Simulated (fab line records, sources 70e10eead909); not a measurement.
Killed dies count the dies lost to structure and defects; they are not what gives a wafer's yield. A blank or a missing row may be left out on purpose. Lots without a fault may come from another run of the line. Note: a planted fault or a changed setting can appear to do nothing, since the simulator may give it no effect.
A lot that was struck, set against a sound lot :: flow nand harc :: 13 out of 1302 route steps
Sound: the wafers L821.1, L821.4, L821.5. Struck: wafer L813.6. (L813.1, L813.5 of the same lot were not struck and are left out.) The cause comes at the end.
At each step with rows: each side's tool, then ch and its chambers, then its first start. Under that, the readings that differ: sound wafers :: struck wafers :: difference of the means :: sigmas: that difference in standard deviations of wafers without a fault.
alike: a reading whose means differ by less than 2 such deviations, as well as words and numbers matching on both sides. not compared: withheld readings; readings where some wafer has no value; bounds like >300 that might hide an equal value; numbers whose values overlap and for which the record gives no deviation.
A row with sigmas, a row that says differs or no value, or rows on one side alone: a step with any of these is where the two part. Numbers that have no deviation but don't overlap get no sigmas and don't part them. A reading that every wafer of one side lacks parts them only if that side has two wafers or more.

NHARC_A_STAIRCASE_DESCUM_186: chemistry O2, time 3 s.
  sound on rie diel-12 ch 1,3, day 22 12:14; struck on rie diel-10 ch 2, day 19 13:54
  alike: chamber pressure mTorr, drypump motor current A, oes product au, rf vpp V, showerhead plenum p Torr, throttle valve pct
  not compared: rf hours counter h
NHARC_A_STAIRCASE_TRIM_187: chemistry O2, time 211.2 s.
  sound on rie diel-12 ch 1,3, day 22 12:20; struck on rie diel-10 ch 1, day 19 14:02
reading: throttle valve pct (%)
sound: 17.033 17.010 17.051
struck: 17.055
difference: +0.024
sigmas: +3
  alike: chamber pressure mTorr, drypump motor current A, oes product au, rf vpp V, showerhead plenum p Torr
  not compared: rf hours counter h
NHARC_A_STAIRCASE_ETCH_188: etches the open film in C4F8/O2, target depth 100 nm, time 40.5 s.
  sound: rie diel-12 ch 1,3; struck: rie diel-10 ch 2
  alike: chamber pressure mTorr, oes product au, rf vpp V
  not compared: rf hours counter h
then, 5 steps without rows for these wafers: NHARC_A_STAIRCASE_TRIM_189 (chemistry O2, time 211.2 s); NHARC_A_STAIRCASE_ETCH_190 (etches the open film in C4F8/O2, target depth 100 nm, time 40.5 s); NHARC_A_STAIRCASE_TRIM_191 (chemistry O2, time 211.2 s); NHARC_A_STAIRCASE_ETCH_192 (etches the open film in C4F8/O2, target depth 100 nm, time 40.5 s); NHARC_A_STAIRCASE_TRIM_193 (chemistry O2, time 211.2 s).
NHARC_A_STAIRCASE_ETCH_194: etches the open film in C4F8/O2, target depth 100 nm, time 40.5 s.
  sound: rie diel-12 ch 0,2,3; struck: rie diel-10 ch 2
reading: chamber pressure mTorr (mTorr)
sound: 24.981 24.974 24.952
struck: 25.048
difference: +0.079
sigmas: +3
  alike: oes product au, rf vpp V
  not compared: rf hours counter h
then, 1 step without rows for these wafers: NHARC_A_STAIRCASE_TRIM_196 (chemistry O2, time 211.2 s).
NHARC_A_STAIRCASE_ETCH_197: etches the open film in C4F8/O2, target depth 100 nm, time 40.5 s.
  sound: rie diel-12 ch 1,2; struck: rie diel-10 ch 1
  alike: chamber pressure mTorr, oes product au, rf vpp V
  not compared: rf hours counter h
NHARC_A_STAIRCASE_TRIM_198: chemistry O2, time 211.2 s.
  sound on rie diel-12 ch 0,3, day 22 13:38; struck on rie diel-10 ch 0, day 19 15:22
reading: oes product au (a.u.)
sound: 1.006 1.010 1.011
struck: 0.826
difference: -0.183
sigmas: -19
  alike: chamber pressure mTorr, drypump motor current A, rf vpp V, showerhead plenum p Torr, throttle valve pct
  not compared: rf hours counter h
then, 1 step without rows for these wafers: NHARC_A_STAIRCASE_ETCH_199 (etches the open film in C4F8/O2, target depth 100 nm, time 40.5 s).

== WHERE THEY PART ==
Earliest at NHARC_A_STAIRCASE_TRIM_187; latest, in this record, at NHARC_A_STAIRCASE_TRIM_198.

WHY: what the simulator had put in
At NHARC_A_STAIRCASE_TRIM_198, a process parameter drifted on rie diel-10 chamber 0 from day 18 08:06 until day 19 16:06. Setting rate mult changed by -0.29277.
